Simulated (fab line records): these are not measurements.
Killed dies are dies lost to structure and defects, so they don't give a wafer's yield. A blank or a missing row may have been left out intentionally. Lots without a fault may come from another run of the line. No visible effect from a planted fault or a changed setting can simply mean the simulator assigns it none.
Chamber matching -- flow n5Finfet -- rieDiel-01 running N5_MOL_CONTACT_COAG_ETCH_66: 4 sister chambers
The step etches SiARC in CF4, target depth 13 nm, time 21.7 s. 4 wafers are shown with their chamber, then 7 later ones without.

## WAFERS WITH THEIR CHAMBER
wafer,chamber,throttleValvePct (%)
L084.1,1,15.81
L085.2,0,15.18
L086.1,3,15.25
L086.2,2,16.00

## WAFERS WITHOUT THEIR CHAMBER
wafer,throttleValvePct (%)
L086.3,15.83
L087.1,16.00
L087.2,15.18
L087.5,15.18
L097.1,15.89
L097.3,15.24
L097.6,15.30

## WHICH CHAMBER EACH ONE RAN IN
wafer,from the rows above,in truth
L086.3,1,1
L087.1,2,2
L087.2,can't be placed: 0 or 3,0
L087.5,can't be placed: 0 or 3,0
L097.1,can't be placed: 1 or 2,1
L097.3,can't be placed: 3 or 0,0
L097.6,can't be placed: 3 or 0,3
Placed correctly: 2 of 7. From these rows, 5 cannot be placed; in 5 the true chamber is one of the candidates. Number placed wrongly: 0.
How it was worked out, from the rows above alone: a wafer's distance from a chamber is the root of the sum, over the readings, of the square of ((its reading less the chamber's mean) divided by the reading's scatter). If the next closest chamber is less than 2 further off than the closest, the wafer can't be placed; otherwise it belongs to the closest. For every chamber, the mean is computed from those of its wafers that are shown. The scatter: root of mean squared gap, hidden wafer to nearest shown wafer, with one shown wafer a chamber.
